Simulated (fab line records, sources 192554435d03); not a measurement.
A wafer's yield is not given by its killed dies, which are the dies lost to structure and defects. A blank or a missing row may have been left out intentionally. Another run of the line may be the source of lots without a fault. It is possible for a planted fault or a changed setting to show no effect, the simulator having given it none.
8D (eight disciplines) problem report, filled in by code + flow n5Finfet + the parts of the form that need people (team, actions taken, sign-off) are left out

== 1. WHAT IS WRONG ==
Wafers without a fault read 420, standard deviation 84; rawDefectCount at N5_BEOL_M9_INSPECT_13 reads a mean of 1022 on 2 wafers belonging to 2 lots. Measured from the usual mean, that is +7.2 standard deviations.
The step: inspects for defects (brightfield).
The first sign was on wafer L499.1 at day 13 09:32, on defectInspect-01. Wafers with a number at this step in the record: 30, from 11 lots. Rule for "out" (also "out of limits"): further than 4 standard deviations from the usual mean. The other wafers with a number count as sound.

== 2. WHAT IT IS AND WHAT IT IS NOT ==
| question                    | is                | is not                                                                          |
|-----------------------------|-------------------|---------------------------------------------------------------------------------|
| which readings at this step | rawDefectCount    | -                                                                               |
| which lots                  | L499, L501        | L487, L491, L492, L493, L495, L496, L504, L507, L509                            |
| which wafers of those lots  | L499.1, L501.3    | L499.4                                                                          |
| read on which gauges        | defectInspect-01  | defectInspect-02                                                                |
| when                        | from day 13 09:32 | up to then (19 sound wafers); but 9 sound wafers of L504, L507, L509 came after |

== 3. WHAT RULES OUT EACH SUSPECT ==
Counting: if a tool at a process step up to the reading ran every lot that is out, it stays a suspect. Sound lots after the first of them don't rule it out here, since some wafers of a struck lot are sound.
- the gauge at N5_BEOL_M9_INSPECT_13: kept. All the wafers that are out were read on defectInspect-01, and no step on other tools shows them out.
- rieDiel-05 at N5_BEOL_M8_DESCUM_33 (chemistry O2, time 7 s): kept. It ran every lot that is out, first L499 (day 13 03:28); its last sound lot up to then is L496 (day 11 15:58).
- pvdSputter-01 at N5_BEOL_M9_HM_DEP_02 (deposits TiN, target thk 20 nm): kept. It ran every lot that is out, first L499 (day 13 08:59); its last sound lot up to then is L496 (day 11 20:40).
After the count, these remain: rieDiel-05 at N5_BEOL_M8_DESCUM_33, pvdSputter-01 at N5_BEOL_M9_HM_DEP_02 and defectInspect-01 at N5_BEOL_M9_INSPECT_13.

== 4. THE CAUSE (what the simulator had put in) ==
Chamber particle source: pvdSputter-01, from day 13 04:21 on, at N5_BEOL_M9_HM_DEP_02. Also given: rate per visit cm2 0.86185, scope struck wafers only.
After counting, 3 suspects remain, this tool included.

== 5. THE EFFECT CHAIN, in route order ==
Rows list readings where the struck wafers' mean (over those with a number) sits beyond 3 standard deviations from the usual. Scope: only readings with a usual standard deviation given in the record; hours: median across lots of the time from each lot's start at the first step in this table that gives one to its start at this step; sigmas: change in usual standard deviations.
| hours | step                  | reading        | usual | on struck wafers | change | sigmas |
|-------|-----------------------|----------------|-------|------------------|--------|--------|
| 0     | N5_BEOL_M9_INSPECT_13 | rawDefectCount | 420   | 1022             | +602   | +7.2   |

== 6. WHAT WOULD HAVE CAUGHT IT SOONER ==
The first out-of-limits reading at a measuring or inspecting step in this record came at day 13 09:32, 5 hours after the fault's start at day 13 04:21.
Of the tool readings at N5_BEOL_M9_HM_DEP_02 for which the record gives a usual standard deviation, none was out on any struck wafer, so an alarm limit of 4 standard deviations on them would not have fired.
Of the lots that are out (2), L501 began N5_BEOL_M9_HM_DEP_02 on pvdSputter-01 after day 13 09:32. A hold on the tool at that time would have spared it.
